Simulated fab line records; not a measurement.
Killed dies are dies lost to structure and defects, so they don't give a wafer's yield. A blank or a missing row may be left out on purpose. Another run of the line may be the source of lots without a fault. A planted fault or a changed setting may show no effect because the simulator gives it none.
The tool behind it: which one? ; flow nandHarc ; Sampling: 12 lots, 36 wafers, 6 of 1302 route steps

## WHAT THE GAUGES READ, wafer by wafer
NHARC_A_M0_CD_MEAS_09: target cd 80 nm.
lot;measured;on;cdNm (nm)
L537;day 22 08:58;cdSem-03;79.9 79.1 80.3
L539;day 23 07:06;cdSem-03;79.7 79.9 79.8
L542;day 25 08:16;cdSem-02;80.1 80.6 79.9
L544;day 25 12:13;cdSem-02;79.2 77.7 80.0
L551;day 28 10:31;cdSem-01;80.3 79.4 79.4
L550;day 28 18:05;cdSem-03;78.0 78.9 79.4
L554;day 29 00:04;cdSem-02;80.3 79.5 79.8
L553;day 29 00:29;cdSem-03;80.0 78.2 79.9
L555;day 30 20:44;cdSem-03;79.6 80.0 80.5
L557;day 31 03:13;cdSem-03;80.8 79.6 80.8
L559;day 31 19:30;cdSem-01;79.7 80.0 79.9
L560;day 32 05:04;cdSem-02;80.2 79.9 78.3

NHARC_A_M0_CD_MEAS_16.
lot;measured;on;cdNm (nm)
L537;day 22 09:28;cdSem-03;79.4 79.1 79.2
L539;day 23 07:35;cdSem-02;78.7 79.2 79.2
L542;day 25 08:45;cdSem-01;81.0 80.4 79.4
L544;day 25 12:41;cdSem-03;78.2 78.7 78.8
L551;day 28 11:00;cdSem-01;79.3 79.4 77.1
L550;day 28 18:34;cdSem-02;78.6 78.5 77.7
L554;day 29 00:33;cdSem-02;80.4 80.5 79.1
L553;day 29 00:59;cdSem-01;80.1 78.9 80.8
L555;day 30 21:14;cdSem-03;77.3 78.9 80.2
L557;day 31 03:42;cdSem-03;79.9 79.4 80.6
L559;day 31 20:04;cdSem-02;80.1 79.9 79.7
L560;day 32 05:41;cdSem-02;80.4 80.7 77.8

NHARC_END_SORT_01.
lot;measured;on;defectLimitedYield (%);killedAtArray;killedAtOther;killedAtPeriphery;killedDies;killedOpen;killedShort;sort_bin_2_pct (%);sort_bin_3_pct (%);sort_bin_4_pct (%);sortNPass;sortRimYieldPct (%);sortYieldPct (%)
L537;day 23 21:10;prober-02;89.1 88.9 90.1;67 69 63;0 0 2;7 6 2;74 75 67;3 1 2;2 1 1;4.6 4.3 4.6;0.9 0.4 0.6;5.5 6.4 4.7;603 602 610;77 86 82;89.1 88.9 90.1
L539;day 25 00:46;prober-02;92.9 91.7 93.4;44 53 39;0 0 1;4 3 5;48 56 45;0 3 6;2 2 4;2.8 2.5 2.7;0.3 0.1 0.4;4.0 5.6 3.5;629 621 632;87 83 88;92.9 91.7 93.4
L542;day 27 01:40;prober-02;94.7 92.5 94.2;33 46 33;0 0 0;3 5 6;36 51 39;3 0 3;2 2 2;2.1 2.7 1.9;0.3 0.7 0.1;3.0 4.1 3.7;641 626 638;92 92 88;94.7 92.5 94.2
L544;day 27 05:46;prober-01;90.8 91.6 94.1;49 51 31;2 2 1;11 4 8;62 57 40;9 5 2;5 3 5;3.2 3.1 1.2;0.7 0.7 0.6;5.2 4.6 4.1;615 620 637;88 97 90;90.8 91.6 94.1
L551;day 30 01:56;prober-02;95.6 94.2 93.5;28 31 40;0 1 0;2 7 4;30 39 44;3 7 4;3 2 5;0.4 2.1 2.2;0.4 0.1 0.6;3.5 3.5 3.7;647 638 633;89 87 96;95.6 94.2 93.5
L550;day 30 11:25;prober-01;92.6 90.5 90.3;47 60 63;1 1 0;2 3 3;50 64 66;1 3 7;1 2 4;2.5 3.0 3.5;0.3 1.0 0.6;4.6 5.5 5.6;627 613 611;87 85 88;92.6 90.5 90.3
L554;day 30 19:19;prober-02;87.0 87.6 86.1;79 78 89;3 2 1;6 4 4;88 84 94;3 4 5;2 2 1;4.6 4.7 4.3;1.2 0.7 1.3;7.2 6.9 8.3;589 593 583;86 88 82;87.0 87.6 86.1
L553;day 30 19:20;prober-01;94.4 95.3 97.6;31 28 15;1 0 0;6 4 1;38 32 16;6 3 2;3 3 1;1.3 2.1 0.7;0.1 0.3 0;4.1 2.4 1.6;639 645 661;95 97 92;94.4 95.3 97.6
L555;day 32 20:58;prober-02;93.9 95.0 93.4;37 25 34;0 1 3;4 8 8;41 34 45;3 1 2;3 3 2;1.8 1.2 1.9;0.3 0.7 0.3;4.0 3.1 4.4;636 643 632;91 93 97;93.9 95.0 93.4
L557;day 33 03:28;prober-01;88.0 88.0 93.5;79 77 39;1 1 1;1 3 4;81 81 44;5 4 1;0 1 1;4.3 4.4 2.8;1.3 0.6 0.7;6.4 6.9 3.0;596 596 633;88 90 92;88.0 88.0 93.5
L559;day 33 12:10;prober-01;93.5 90.7 92.2;38 53 47;0 3 3;6 7 3;44 63 53;2 2 6;4 3 3;2.5 2.8 2.5;0.9 0.6 0.3;3.1 5.9 5.0;633 614 624;86 93 89;93.5 90.7 92.2
L560;day 33 21:40;prober-01;93.2 94.1 92.3;43 37 50;0 0 0;3 3 2;46 40 52;4 2 2;3 1 1;2.1 2.7 2.7;0.6 0.6 0.4;4.1 2.7 4.6;631 637 625;87 91 97;93.2 94.1 92.3

## WHICH TOOL RAN EACH LOT (tool, then ch and the chambers of the sampled wafers, then the start)
lot;NHARC_A_M0_ECD_22;NHARC_A_M0_CMP_23;NHARC_A_M0_DEP_32
L537;ecdCu-02 ch 0,1, day 22 10:29;cmp-01 ch 0,3, day 22 11:11;pecvd-03 ch 1,2, day 22 11:55
L539;ecdCu-02 ch 0,1, day 23 08:37;cmp-03 ch 1,2,3, day 23 09:19;pecvd-03 ch 0,2, day 23 09:57
L542;ecdCu-02 ch 0,1, day 25 09:44;cmp-03 ch 1,2,3, day 25 10:28;pecvd-04 ch 0,1,2, day 25 11:05
L544;ecdCu-02 ch 0,1, day 25 13:46;cmp-01 ch 0,1,2, day 25 14:24;pecvd-04 ch 0,1, day 25 15:01
L551;ecdCu-02 ch 0,1, day 28 12:00;cmp-01 ch 1,2,3, day 28 12:44;pecvd-04 ch 0,1, day 28 13:22
L550;ecdCu-02 ch 0,1, day 28 19:38;cmp-03 ch 0,1, day 28 20:16;pecvd-03 ch 0,1, day 28 20:57
L554;ecdCu-02 ch 0,1, day 29 01:34;cmp-04 ch 0,1,3, day 29 02:22;pecvd-04 ch 0,2, day 29 02:56
L553;ecdCu-01 ch 0,1, day 29 01:58;cmp-04 ch 2,3, day 29 02:43;pecvd-02 ch 0,1, day 29 03:25
L555;ecdCu-02 ch 0,1, day 30 22:16;cmp-03 ch 1,2,3, day 30 22:58;pecvd-02 ch 0,1,2, day 30 23:35
L557;ecdCu-02 ch 0,1, day 31 04:46;cmp-03 ch 0,2,3, day 31 05:24;pecvd-04 ch 1,2, day 31 06:06
L559;ecdCu-01 ch 0,1, day 31 21:10;cmp-01 ch 0,1,3, day 31 21:50;pecvd-04 ch 0,2, day 31 22:28
L560;ecdCu-02 ch 0,1, day 32 06:48;cmp-03 ch 0,2,3, day 32 07:56;pecvd-03 ch 0,2, day 32 08:29
- NHARC_A_M0_ECD_22: material Cu, target thk 400 nm.
- NHARC_A_M0_CMP_23: polishes, t overpolish 20 s, target thk 113.75 nm.
- NHARC_A_M0_DEP_32: deposits SiCN, target thk 30 nm.

## AS READ BY THE TOOLS THEMSELVES (means over the sampled wafers that have a number; for cases with no such wafer, the mark the record gives instead)
NHARC_A_M0_CMP_23.
lot;tool;motorCurrentA (A);slurryFilterDpKPa (kPa);timeToEndpointS (s)
L537;cmp-01;11.3;13.50;25.5
L539;cmp-03;11.1;13.51;26.5
L542;cmp-03;11.3;13.62;32.2
L544;cmp-01;11.4;13.60;34.8
L551;cmp-01;10.5;13.45;26.2
L550;cmp-03;12.6;13.34;30.4
L554;cmp-04;11.8;13.50;30.9
L553;cmp-04;11.7;13.50;27.9
L555;cmp-03;11.2;13.43;28.0
L557;cmp-03;11.1;13.53;28.4
L559;cmp-01;11.1;13.47;27.8
L560;cmp-03;11.7;13.52;27.9

NHARC_A_M0_DEP_32.
lot;tool;heaterPowerW (W)
L537;pecvd-03;499
L539;pecvd-03;671
L542;pecvd-04;603
L544;pecvd-04;605
L551;pecvd-04;489
L550;pecvd-03;508
L554;pecvd-04;554
L553;pecvd-02;522
L555;pecvd-02;519
L557;pecvd-04;521
L559;pecvd-04;631
L560;pecvd-03;607

## THE ANSWER, worked out from the rows above alone
Rule: the usual values come from the lots themselves. The widest of any qualifying gaps counts: lots, ordered by their means at a reading, are off when they make up no more than a third of the lots, leave a main group of 4 or more, and stand apart from it by 3 or more times the standard deviation of that group's means. A main group whose means are all the same, to the digits that the tables above print for the reading, isn't used. A lot without any number at a reading at which 4 lots or more have one is off too. Where the step has rows for the other lots, those lots are counted as sound. After the gauges, taken in route order, come the tools' own readings; for these a lot's mean is taken, as printed above. At the first step where some lot is off, the reading lying furthest off is the one used; lots without a number count as furthest.
Nothing can be told from this: no lot is off at any reading shown.

## WHAT THE SIMULATOR PUT IN
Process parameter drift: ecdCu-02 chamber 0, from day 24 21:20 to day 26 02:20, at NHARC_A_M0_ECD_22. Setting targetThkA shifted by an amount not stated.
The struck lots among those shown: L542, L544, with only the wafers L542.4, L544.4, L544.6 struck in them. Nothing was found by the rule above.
